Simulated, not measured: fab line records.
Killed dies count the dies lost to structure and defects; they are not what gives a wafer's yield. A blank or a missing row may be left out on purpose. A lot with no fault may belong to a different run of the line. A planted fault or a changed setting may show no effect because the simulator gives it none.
fab line records + flow nand_harc
record
- lots=15
- wafers=45
- last_day=22
route steps=1159 shown A_STAIRCASE@676
lots with no fault: from the same line, run without faults
start_h: start of the lot's first displayed wafer, in hours after the record's first day + wait_h: hours from the lot's prior step to this one + " repeats the value in the row above + L1.1+2: a row that stands for several wafers + - no value, or no start was given + * or withheld: withheld + < > ~ a bound
route shown NAME@n: names a module that has steps shown in the file, with the first one's number in the route + usual: mean and standard deviation over wafers with no fault + same: alike in all rows + chamber/n: place in a boat + sites: each site's reading + _std_site: the values' standard deviation + _edge_site: mean of outer sites minus mean of inner sites + radius_mm: how far each site lies from the wafer's centre + mask NAME#n: copy n + behind: tool/chamber where the wafer was last shaped + hold: why the lot went on hold/how many hours it stayed there/how the hold came to an end + device: names the non-switching transistor (n, p or np) + end of line: the tests these same wafers got at the end of their route + step lacking rows: just its recipe + killed: the dies lost at the first sort to structure and to defects; this is not the yield of the wafer + map: a wafer's dies, x killed, . not, _ none there
set.NAME: the run value of the setting; set.NAME@STEP: its run value at that earlier step + model.NAME: the simulator's own value behind a step, which no gauge read
steps of the route over a sample of lots; a table a step, a row a wafer
services: a tool's chamber out of use, with start hour (start_h, from the record's first day; less than 0 if before it), hours out, and reason
## steps
# step NHARC_A_STAIRCASE_DEP_301
# recipe
- target_thk_a=300
- target_thk_nm=30
- temp_c=400
- pressure_torr=3.5
- flow_sccm=200
- rf_w=350
- material=SiON
# usual
- heater_power_w=754/80
- showerhead_vpp_V=1128/82
| lot.wafer | tool     | chamber | start_h | wait_h | heater_power_w | showerhead_vpp_V |
|-----------|----------|---------|---------|--------|----------------|------------------|
| L876.2    | pecvd-02 | 0       | 276.12  | 1.3    | 894            | 1277             |
| L876.3    | "        | 1       | "       | "      | 750            | 1085             |
| L876.4    | "        | 2       | "       | "      | 667            | 1022             |
| L877.3    | pecvd-02 | 1       | 276.51  | 1.0    | 785            | 1067             |
| L877.4    | "        | 1       | "       | "      | 799            | 1068             |
| L877.6    | "        | 2       | "       | "      | 752            | 1034             |
| L881.1    | pecvd-01 | 1       | 284.25  | 1.6    | 700            | 1092             |
| L881.2    | "        | 2       | "       | "      | 742            | 1228             |
| L881.6    | "        | 0       | "       | "      | 741            | 1124             |
| L880.1    | pecvd-02 | 2       | 286.71  | 1.6    | 774            | 1035             |
| L880.2    | "        | 1       | "       | "      | 709            | 1063             |
| L880.4    | "        | 2       | "       | "      | 732            | 1023             |
| L879.1    | pecvd-02 | 2       | 287.94  | 1.6    | 736            | 1021             |
| L879.5    | "        | 1       | "       | "      | 708            | 1068             |
| L879.6    | "        | 2       | "       | "      | 738            | 1031             |
| L882.1    | pecvd-01 | 1       | 289.87  | 1.6    | 654            | 1104             |
| L882.3    | "        | 2       | "       | "      | 790            | 1231             |
| L882.6    | "        | 0       | "       | "      | 841            | 1130             |
| L883.1    | pecvd-02 | 2       | 293.95  | 1.6    | 773            | 1023             |
| L883.2    | "        | 0       | "       | "      | 859            | 1281             |
| L883.6    | "        | 2       | "       | "      | 781            | 1025             |
| L884.3    | pecvd-01 | 2       | 320.03  | 0.9    | 681            | 1235             |
| L884.2    | "        | 1       | "       | "      | 601            | 1118             |
| L884.6    | "        | 0       | "       | "      | 768            | 1122             |
| L885.3    | pecvd-03 | 2       | 328.48  | 0.9    | 852            | 1163             |
| L885.1    | "        | 1       | "       | "      | 676            | 1036             |
| L885.6    | "        | 0       | "       | "      | 732            | 1180             |
| L890.2    | pecvd-01 | 0       | 334.41  | 1.2    | 807            | 1107             |
| L890.3    | "        | 2       | "       | "      | 748            | 1254             |
| L890.6    | "        | 2       | "       | "      | 759            | 1224             |
| L887.1    | pecvd-03 | 0       | 336.50  | 1.6    | 780            | 1161             |
| L887.6    | "        | 2       | "       | "      | 847            | 1178             |
| L887.4    | "        | 0       | "       | "      | 778            | 1135             |
| L889.3    | pecvd-03 | 1       | 349.28  | 1.2    | 598            | 1038             |
| L889.1    | "        | 2       | "       | "      | 861            | 1153             |
| L889.4    | "        | 0       | "       | "      | 827            | 1164             |
| L894.4    | pecvd-03 | 2       | 370.22  | 0.8    | 798            | 1183             |
| L894.6    | "        | 2       | "       | "      | 805            | 1173             |
| L894.5    | "        | 1       | "       | "      | 709            | 1028             |
| L893.3    | pecvd-01 | 1       | 370.99  | 1.0    | 684            | 1095             |
| L893.1    | "        | 2       | "       | "      | 784            | 1225             |
| L893.4    | "        | 0       | "       | "      | 760            | 1131             |
| L896.4    | pecvd-01 | 1       | 377.20  | 0.8    | 686            | 1103             |
| L896.6    | "        | 2       | "       | "      | 657            | 1210             |
| L896.5    | "        | 0       | "       | "      | 805            | 1118             |
# step NHARC_A_STAIRCASE_ETCHBACK_416
# recipe
- target_depth_a=360
- time_s=7.2
- c4f8_flow_sccm=withheld
- o2_flow_sccm=8
- ar_flow_sccm=withheld
- rf_w=600
- bias_w=800
- chemistry=C4F8/O2/Ar
# usual
- oes_product_au=0.933/0.023
- rf_vpp_V=720/3.6
| lot.wafer | tool        | chamber | start_h | wait_h | oes_product_au | rf_hours_counter_h | rf_vpp_V |
|-----------|-------------|---------|---------|--------|----------------|--------------------|----------|
| L876.2    | rie_diel-07 | 1       | -       | -      | 0.931          | 13                 | 722      |
| L876.3    | "           | 2       | "       | "      | 0.936          | 13                 | 726      |
| L876.4    | "           | 0       | "       | "      | 0.932          | 12                 | 730      |
| L877.3    | rie_diel-07 | 2       | -       | -      | 0.938          | 13                 | 724      |
| L877.4    | "           | 0       | "       | "      | 0.939          | 12                 | 729      |
| L877.6    | "           | 2       | "       | "      | 0.925          | -                  | 724      |
| L881.1    | rie_diel-01 | 1       | -       | -      | 0.927          | 61                 | 718      |
| L881.2    | "           | 3       | "       | "      | 0.918          | 53                 | 722      |
| L881.6    | "           | 1       | "       | "      | 0.924          | -                  | 718      |
| L879.1    | rie_diel-08 | 0       | -       | -      | 0.943          | 61                 | 718      |
| L879.6    | "           | 3       | "       | "      | 0.932          | -                  | 717      |
| L879.5    | "           | 0       | "       | "      | 0.943          | -                  | 718      |
| L880.2    | rie_diel-08 | 3       | -       | -      | 0.939          | 62                 | 717      |
| L880.4    | "           | 0       | "       | "      | 0.936          | 61                 | 716      |
| L880.1    | "           | 1       | "       | "      | 0.918          | 54                 | 722      |
| L882.3    | rie_diel-08 | 3       | -       | -      | 0.934          | 62                 | 718      |
| L882.1    | "           | 1       | "       | "      | 0.925          | 54                 | 723      |
| L882.6    | "           | 3       | "       | "      | 0.929          | -                  | 716      |
| L883.1    | rie_diel-08 | 3       | -       | -      | 0.925          | 62                 | 717      |
| L883.2    | "           | 1       | "       | "      | 0.918          | 55                 | 723      |
| L883.6    | "           | 3       | "       | "      | 0.926          | -                  | 717      |
| L884.3    | rie_diel-01 | 0       | -       | -      | 1.018          | 1                  | 717      |
| L884.2    | "           | 3       | "       | "      | 0.989          | 1                  | 721      |
| L884.6    | "           | 1       | "       | "      | 1.002          | -                  | 717      |
| L885.3    | rie_diel-08 | 0       | -       | -      | 0.924          | 13                 | 716      |
| L885.1    | "           | 3       | "       | "      | 0.927          | 14                 | 717      |
| L885.6    | "           | 0       | "       | "      | 0.930          | -                  | 719      |
| L890.2    | rie_diel-01 | 1       | -       | -      | 0.924          | 6                  | 719      |
| L890.3    | "           | 0       | "       | "      | 0.945          | 8                  | 717      |
| L890.6    | "           | 1       | "       | "      | 0.931          | -                  | 717      |
| L887.4    | rie_diel-07 | 1       | -       | -      | 0.923          | 36                 | 721      |
| L887.1    | "           | 3       | "       | "      | 0.918          | 37                 | 722      |
| L887.6    | "           | 2       | "       | "      | 0.939          | -                  | 724      |
| L889.3    | rie_diel-07 | 1       | -       | -      | 0.930          | 39                 | 721      |
| L889.1    | "           | 2       | "       | "      | 0.938          | 41                 | 725      |
| L889.4    | "           | 0       | "       | "      | 0.929          | 35                 | 730      |
| L894.4    | rie_diel-01 | 2       | -       | -      | 0.926          | 18                 | 725      |
| L894.5    | "           | 0       | "       | "      | 0.929          | -                  | 715      |
| L894.6    | "           | 1       | "       | "      | 0.923          | -                  | 717      |
| L893.1    | rie_diel-08 | 1       | -       | -      | 0.910          | 21                 | 721      |
| L893.3    | "           | 2       | "       | "      | 0.925          | 28                 | 719      |
| L893.4    | "           | 3       | "       | "      | 0.920          | 31                 | 718      |
| L896.4    | rie_diel-01 | 3       | -       | -      | 0.924          | 23                 | 722      |
| L896.5    | "           | 1       | "       | "      | 0.917          | -                  | 717      |
| L896.6    | "           | 2       | "       | "      | 0.927          | -                  | 724      |
# step NHARC_A_STAIRCASE_ALD_420
# recipe
- target_thk_a=200
- pulse_time_s=6
- ald_cycles=200
- temp_c=300
- material=SiO2
# usual
- heater_power_w=464/35
- precursor_pulse_height_rel=1.000/0.021
| lot.wafer | tool      | chamber | start_h | wait_h | heater_power_w | precursor_pulse_height_rel |
|-----------|-----------|---------|---------|--------|----------------|----------------------------|
| L876.4    | ald_hk-03 | 3       | 283.22  | -      | 450            | 0.982                      |
| L876.2    | "         | 0       | "       | "      | 493            | 0.957                      |
| L876.3    | "         | 2       | "       | "      | 465            | 0.987                      |
| L877.3    | ald_hk-01 | 3       | 283.38  | -      | 443            | 0.977                      |
| L877.4    | "         | 0       | "       | "      | 401            | 1.004                      |
| L877.6    | "         | 3       | "       | "      | 430            | 0.987                      |
| L881.1    | ald_hk-01 | 1       | 293.89  | -      | 477            | 1.037                      |
| L881.2    | "         | 3       | "       | "      | 443            | 0.988                      |
| L881.6    | "         | 1       | "       | "      | 463            | 0.981                      |
| L879.1    | ald_hk-03 | 2       | 298.64  | -      | 452            | 1.035                      |
| L879.5    | "         | 3       | "       | "      | 446            | 0.987                      |
| L879.6    | "         | 0       | "       | "      | 489            | 0.956                      |
| L880.2    | ald_hk-04 | 3       | 299.23  | -      | 436            | 0.995                      |
| L880.4    | "         | 1       | "       | "      | 483            | 1.049                      |
| L880.1    | "         | 2       | "       | "      | 452            | 0.996                      |
| L882.1    | ald_hk-03 | 1       | 299.27  | -      | 509            | 0.985                      |
| L882.3    | "         | 3       | "       | "      | 448            | 1.015                      |
| L882.6    | "         | 1       | "       | "      | 519            | 1.035                      |
| L883.1    | ald_hk-01 | 0       | 302.87  | -      | 393            | 0.958                      |
| L883.2    | "         | 1       | "       | "      | 468            | 0.991                      |
| L883.6    | "         | 1       | "       | "      | 480            | 0.994                      |
| L884.2    | ald_hk-01 | 3       | 330.95  | -      | 437            | 1.044                      |
| L884.3    | "         | 1       | "       | "      | 468            | 0.991                      |
| L884.6    | "         | 2       | "       | "      | 518            | 1.003                      |
| L885.1    | ald_hk-01 | 3       | 340.74  | -      | 442            | 1.034                      |
| L885.3    | "         | 0       | "       | "      | 398            | 1.028                      |
| L885.6    | "         | 2       | "       | "      | 514            | 0.988                      |
| L890.3    | ald_hk-04 | 3       | 343.72  | -      | 436            | 0.964                      |
| L890.2    | "         | 0       | "       | "      | 430            | 0.966                      |
| L890.6    | "         | 3       | "       | "      | 440            | 0.963                      |
| L887.4    | ald_hk-01 | 2       | 343.73  | -      | 519            | 1.025                      |
| L887.1    | "         | 3       | "       | "      | 438            | 0.989                      |
| L887.6    | "         | 1       | "       | "      | 476            | 0.971                      |
| L889.3    | ald_hk-01 | 2       | 358.33  | -      | 524            | 1.017                      |
| L889.4    | "         | 3       | "       | "      | 439            | 0.994                      |
| L889.1    | "         | 0       | "       | "      | 402            | 1.006                      |
| L893.1    | ald_hk-04 | 1       | 382.31  | -      | 465            | 0.982                      |
| L893.4    | "         | 2       | "       | "      | 437            | 0.992                      |
| L893.3    | "         | 0       | "       | "      | 458            | 0.980                      |
| L894.4    | ald_hk-03 | 3       | 382.55  | -      | 467            | 1.016                      |
| L894.5    | "         | 2       | "       | "      | 449            | 1.027                      |
| L894.6    | "         | 3       | "       | "      | 466            | 1.001                      |
| L896.4    | ald_hk-04 | 1       | 386.65  | -      | 463            | 1.004                      |
| L896.6    | "         | 3       | "       | "      | 426            | 1.002                      |
| L896.5    | "         | 0       | "       | "      | 454            | 1.030                      |
# step NHARC_A_STAIRCASE_EXPOSE_438
# recipe
- na=0.5
- dose_mj=28.97
- mask_id=STAIR_REV
# usual
- exposure_dose_mJ_cm2=28.968/0.029
- focus_offset_nm=0.0/0.51
- stage_vel_mm_s=500.02/0.26
| lot.wafer | tool           | chamber | start_h | wait_h | mask        | exposure_dose_mJ_cm2 | focus_offset_nm | stage_vel_mm_s |
|-----------|----------------|---------|---------|--------|-------------|----------------------|-----------------|----------------|
| L877.3    | krf_scanner-02 | 0       | 316.80  | -      | STAIR_REV#0 | 28.946               | 0.4             | 500.27         |
| L877.4    | "              | 0       | "       | "      | STAIR_REV#0 | 28.935               | -0.4            | 500.11         |
| L877.6    | "              | 0       | "       | "      | STAIR_REV#0 | 28.940               | 1.0             | 500.22         |
| L876.2    | krf_scanner-03 | 0       | 316.96  | -      | STAIR_REV#0 | 28.994               | -0.6            | 499.95         |
| L876.3    | "              | 0       | "       | "      | STAIR_REV#0 | 28.991               | 0.1             | 499.91         |
| L876.4    | "              | 0       | "       | "      | STAIR_REV#0 | 29.030               | 0.0             | 499.94         |
| L881.1    | krf_scanner-03 | 0       | 324.67  | -      | STAIR_REV#0 | 28.994               | 0.0             | 499.82         |
| L881.2    | "              | 0       | "       | "      | STAIR_REV#0 | 29.032               | 0.2             | 499.76         |
| L881.6    | "              | 0       | "       | "      | STAIR_REV#0 | 29.006               | 0.2             | 499.92         |
| L880.1    | krf_scanner-02 | 0       | 330.60  | -      | STAIR_REV#0 | 28.954               | 0.1             | 500.10         |
| L880.2    | "              | 0       | "       | "      | STAIR_REV#0 | 28.919               | -0.6            | 500.00         |
| L880.4    | "              | 0       | "       | "      | STAIR_REV#0 | 28.944               | -0.4            | 499.94         |
| L879.1    | krf_scanner-02 | 0       | 330.64  | -      | STAIR_REV#0 | 28.912               | -0.9            | 500.36         |
| L879.5    | "              | 0       | "       | "      | STAIR_REV#0 | 28.924               | 0.2             | 500.68         |
| L879.6    | "              | 0       | "       | "      | STAIR_REV#0 | 28.906               | -0.8            | 500.05         |
| L882.1    | krf_scanner-02 | 0       | 330.67  | -      | STAIR_REV#0 | 28.990               | 0.4             | 500.15         |
| L882.3    | "              | 0       | "       | "      | STAIR_REV#0 | 28.974               | -0.1            | 500.00         |
| L882.6    | "              | 0       | "       | "      | STAIR_REV#0 | 28.984               | 0.9             | 500.09         |
| L883.1    | krf_scanner-03 | 0       | 334.68  | -      | STAIR_REV#0 | 28.912               | 0.5             | 499.87         |
| L883.2    | "              | 0       | "       | "      | STAIR_REV#0 | 28.989               | -0.2            | 499.92         |
| L883.6    | "              | 0       | "       | "      | STAIR_REV#0 | 28.953               | 0.4             | 499.70         |
| L884.2    | krf_scanner-04 | 0       | 364.19  | -      | STAIR_REV#0 | 28.979               | 0.7             | 500.09         |
| L884.3    | "              | 0       | "       | "      | STAIR_REV#0 | 28.973               | 0.6             | 500.13         |
| L884.6    | "              | 0       | "       | "      | STAIR_REV#0 | 28.932               | 0.9             | 499.91         |
| L887.1    | krf_scanner-02 | 0       | 370.81  | -      | STAIR_REV#0 | 28.972               | 0.8             | 500.09         |
| L887.4    | "              | 0       | "       | "      | STAIR_REV#0 | 28.916               | -0.5            | 500.02         |
| L887.6    | "              | 0       | "       | "      | STAIR_REV#0 | 28.912               | 0.0             | 500.18         |
| L885.1    | krf_scanner-02 | 0       | 370.88  | -      | STAIR_REV#0 | 28.933               | 0.3             | 500.08         |
| L885.3    | "              | 0       | "       | "      | STAIR_REV#0 | 28.965               | -0.3            | 500.02         |
| L885.6    | "              | 0       | "       | "      | STAIR_REV#0 | 28.969               | 1.1             | 499.84         |
| L890.2    | krf_scanner-04 | 0       | 371.05  | -      | STAIR_REV#0 | 29.008               | -1.1            | 499.88         |
| L890.3    | "              | 0       | "       | "      | STAIR_REV#0 | 28.957               | -0.1            | 500.11         |
| L890.6    | "              | 0       | "       | "      | STAIR_REV#0 | 28.961               | 0.1             | 500.35         |
| L889.1    | krf_scanner-03 | 0       | 389.54  | -      | STAIR_REV#0 | 28.953               | -0.2            | 499.76         |
| L889.3    | "              | 0       | "       | "      | STAIR_REV#0 | 28.961               | 0.2             | 500.05         |
| L889.4    | "              | 0       | "       | "      | STAIR_REV#0 | 28.968               | 0.3             | 500.16         |
| L896.4    | krf_scanner-03 | -       | 413.81  | -      | STAIR_REV#0 | -                    | -               | -              |
| L896.5    | "              | -       | "       | "      | STAIR_REV#0 | -                    | -               | -              |
| L896.6    | "              | -       | "       | "      | STAIR_REV#0 | -                    | -               | -              |
| L894.4    | krf_scanner-03 | -       | 413.84  | -      | STAIR_REV#0 | -                    | -               | -              |
| L894.5    | "              | -       | "       | "      | STAIR_REV#0 | -                    | -               | -              |
| L894.6    | "              | -       | "       | "      | STAIR_REV#0 | -                    | -               | -              |
| L893.1    | krf_scanner-03 | -       | 413.86  | -      | STAIR_REV#0 | -                    | -               | -              |
| L893.3    | "              | -       | "       | "      | STAIR_REV#0 | -                    | -               | -              |
| L893.4    | "              | -       | "       | "      | STAIR_REV#0 | -                    | -               | -              |
## services
| tool           | chamber | start_h | hours | kind        |
|----------------|---------|---------|-------|-------------|
| rie_diel-08    | 3       | 254.08  | 6.2   | repair      |
| krf_scanner-02 | -       | 260.26  | 1.4   | repair      |
| pecvd-02       | 0       | 277.81  | 12.3  | repair      |
| pecvd-03       | -       | 292.09  | 13.0  | pm          |
| krf_scanner-04 | -       | 298.00  | 4.0   | pm          |
| rie_diel-08    | -       | 302.88  | 9.0   | pm          |
| rie_diel-01    | -       | 314.93  | 9.0   | pm          |
| rie_diel-08    | -       | 321.30  | 0.4   | repair      |
| ald_hk-03      | -       | 322.00  | 10.0  | pm          |
| pecvd-03       | -       | 322.14  | 0.4   | repair      |
| krf_scanner-03 | -       | 329.52  | 4.6   | repair      |
| pecvd-02       | -       | 334.20  | 13.0  | pm          |
| krf_scanner-03 | -       | 340.00  | 4.0   | pm          |
| rie_diel-08    | 1       | 348.57  | 18.6  | repair      |
| pecvd-03       | 0       | 360.14  | 23.0  | repair      |
| krf_scanner-04 | -       | 367.61  | 2.2   | repair      |
| krf_scanner-02 | -       | 382.00  | 4.0   | pm          |
| rie_diel-01    | 1       | 385.95  | 10.3  | repair      |
| ald_hk-01      | -       | 390.85  | 0.7   | repair      |
| krf_scanner-03 | 0       | 400.40  | -     | calibration |
| rie_diel-07    | -       | 405.57  | 9.0   | pm          |
| ald_hk-01      | -       | 406.15  | 10.0  | pm          |
| ald_hk-01      | 0       | 406.15  | 10.0  | vent_cycle  |
| ald_hk-01      | 1       | 406.15  | 10.0  | vent_cycle  |
## key
first_sign
- step=NHARC_A_STAIRCASE_EXPOSE_438
- reading=tool_record
- direction=missing
effect none on later readings
met_at NHARC_A_STAIRCASE_EXPOSE_438
struck_lots L893,L894,L896
scrapped_behind NHARC_A_SGD_CUT_INSPECT_11 L893.1,L893.3,L893.4,L894.4,L894.5,L894.6,L896.4,L896.5,L896.6
not_acting_at NHARC_A_STAIRCASE_DEP_301,NHARC_A_STAIRCASE_ETCHBACK_416,NHARC_A_STAIRCASE_ALD_420
onset_between 389.54 413.81
fault
- kind=skipped_step_whole
- tool=krf_scanner-03
- chamber=-
- onset_h=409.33
- steps=NHARC_A_STAIRCASE_EXPOSE_438
- scope=struck_lots_only
